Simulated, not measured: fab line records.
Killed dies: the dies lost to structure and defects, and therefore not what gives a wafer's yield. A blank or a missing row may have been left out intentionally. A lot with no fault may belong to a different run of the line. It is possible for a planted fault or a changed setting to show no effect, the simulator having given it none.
Split-lot trial | flow n5Finfet | route with 1938 steps; 7 lots, 21 wafers read

== THE SPLIT ITSELF ==
At N5_DUMMY_GATE_ETCH_32 (etches SiO2 in CF4, target depth 3.5 nm, time 3.9 s), the setting timeS was moved away from the recipe's 3.9 s on 6 of the 21 wafers read, by -20.0% to +20.5%. All remaining wafers had this setting at the recipe value.

The split's own step is where the reading is taken.

== THE READING ==
etch.depthNm (the simulator's own value, which no gauge read), in nm, at N5_DUMMY_GATE_ETCH_32 (etches SiO2 in CF4, target depth 3.5 nm, time 3.9 s). No usual value for it is given in the file. Across the 15 wafers here that went through the recipe, the average is 3.449 nm and the standard deviation 0.041 nm.

wafer  | tool, chamber at the split | timeS as run, s | against the recipe | etch.depthNm, nm | against lot-mates on the recipe
L074.3 | rieSi-02, 3                | 3.58            | -8.2%              | 3.31             | -0.132
L074.5 | rieSi-02, 0                | 3.9             | recipe             | 3.447            | -
L074.6 | rieSi-02, 1                | 3.9             | recipe             | 3.437            | -
L076.1 | rieSi-06, 2                | 3.319           | -14.9%             | 3.004            | -0.403
L076.2 | rieSi-06, 3                | 3.319           | -14.9%             | 2.909            | -0.498
L076.5 | rieSi-06, 0                | 3.9             | recipe             | 3.407            | -
L081.1 | rieSi-02, 0                | 3.9             | recipe             | 3.434            | -
L081.2 | rieSi-02, 1                | 3.9             | recipe             | 3.44             | -
L081.6 | rieSi-02, 0                | 4.659           | +19.5%             | 4.096            | +0.659
L083.1 | rieSi-06, 1                | 3.9             | recipe             | 3.442            | -
L083.3 | rieSi-06, 0                | 3.9             | recipe             | 3.46             | -
L083.4 | rieSi-06, 2                | 3.9             | recipe             | 3.522            | -
L086.2 | rieSi-06, 2                | 4.699           | +20.5%             | 4.245            | +0.838
L086.5 | rieSi-06, 0                | 3.9             | recipe             | 3.413            | -
L086.6 | rieSi-06, 3                | 3.9             | recipe             | 3.402            | -
L087.3 | rieSi-02, 0                | 3.9             | recipe             | 3.464            | -
L087.4 | rieSi-02, 3                | 3.119           | -20.0%             | 2.768            | -0.717
L087.5 | rieSi-02, 2                | 3.9             | recipe             | 3.506            | -
L092.1 | rieSi-05, 0                | 3.9             | recipe             | 3.497            | -
L092.5 | rieSi-05, 1                | 3.9             | recipe             | 3.366            | -
L092.6 | rieSi-05, 2                | 3.9             | recipe             | 3.491            | -

THE FIT
A straight line over all 21 wafers: etch.depthNm changes by +0.0342 nm for each +1% of timeS; r = +0.99; the points scatter about the line by 0.055 nm.
The same after taking each lot's own level away (the mean of its wafers on the recipe; 21 wafers): +0.0346 nm for each +1%; r = +0.98; scatter 0.057 nm.
On that fit, the largest move of timeS shifts the reading by 0.71 nm.
The span of the lots' own levels, 3.4070 to 3.4850 nm, comes to 1.9 times the standard deviation stated above.
Hence the lot-to-lot level has little effect on the slope; both slopes agree.
Check: with one of the wafers moved furthest among these (+20.5%) left out of the fit, the line predicts +0.675 nm for it against its lot-mates. It came out at +0.838 nm against them.

== OTHER SPLITS ON THESE WAFERS ==
Before the reading, these wafers also passed through other splits. Each is held against what the fit with the lots' levels taken away leaves over:
other split on the same wafers          | wafers away from the commonest value | r with etch.depthNm (lot level and that fit taken away)
N5_PMOS_HMC_CHANNEL_EPI_HM_DEP_34 timeS | 7                                    | +0.22
N5_PMOS_HMC_CHANNEL_EPI_ETCH_32 biasW   | 3                                    | -0.23
N5_FIN_SAQP_SPACER1_ALD_24 aldCycles    | 8                                    | +0.30
N5_FIN_CUT_EXPOSE_05 doseMj             | 5                                    | +0.38
N5_FIN_CUT_ETCH_21 biasW                | 7                                    | -0.29
N5_DUMMY_GATE_ETCH_31 targetDepthA      | 7                                    | +0.08

== THE FILE'S OWN FIT ==
etch.depthNm changes by +0.035 nm for each +1% of timeS, r = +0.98.
